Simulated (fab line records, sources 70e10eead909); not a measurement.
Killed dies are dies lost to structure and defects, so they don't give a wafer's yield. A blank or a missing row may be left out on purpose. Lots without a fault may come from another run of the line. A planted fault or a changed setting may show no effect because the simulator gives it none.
Chamber matching | flow nand_harc | NHARC_P_GATE_DESCUM_48 on rie_diel-11: 4 sister chambers
The step chemistry O2, time 3 s. 7 wafers are shown with their chamber, then 9 later ones without.

WAFERS WITH THEIR CHAMBER
wafer  | chamber | showerhead_plenum_p_Torr (Torr) | oes_product_au (a.u.)
L075.5 | 1       | 1.92                            | 0.990
L077.4 | 2       | 1.85                            | 1.014
L084.5 | 2       | 1.85                            | 1.004
L084.6 | 3       | 1.82                            | 0.997
L093.2 | 0       | 1.81                            | 0.996
L093.5 | 0       | 1.81                            | 1.009
L093.6 | 3       | 1.81                            | 1.000

WAFERS WITHOUT THEIR CHAMBER
wafer  | showerhead_plenum_p_Torr (Torr) | oes_product_au (a.u.)
L095.1 | 1.81                            | 0.992
L095.3 | 1.81                            | 1.013
L095.6 | 1.81                            | 0.996
L096.1 | 1.81                            | 1.003
L096.2 | 1.91                            | 0.992
L096.3 | 1.81                            | 0.996
L097.1 | 1.81                            | 0.996
L097.2 | 1.85                            | 0.998
L097.3 | 1.91                            | 0.984

WHICH CHAMBER EACH WENT THROUGH
wafer  | from the rows above     | in truth
L095.1 | can't be placed: 0 or 3 | 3
L095.3 | can't be placed: 0 or 3 | 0
L095.6 | can't be placed: 0 or 3 | 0
L096.1 | can't be placed: 0 or 3 | 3
L096.2 | 1                       | 1
L096.3 | can't be placed: 0 or 3 | 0
L097.1 | can't be placed: 0 or 3 | 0
L097.2 | 2                       | 2
L097.3 | 1                       | 1
Placed correctly: 3 of 9. Can't be placed from these rows: 6 (the true chamber is among the candidates in 6). Placed wrongly: 0.
How it was worked out, from the rows above alone: a wafer's distance from a chamber is the root of the sum, over the readings, of the square of ((its reading less the chamber's mean) divided by the reading's scatter). The wafer belongs to the nearest chamber; if the next one is less than 2 further off, it can't be placed. A chamber's mean is the mean of its shown wafers. The scatter: the root of (the sum of the squares of (reading less its chamber's mean) over the shown wafers, divided by (wafers less chambers)).
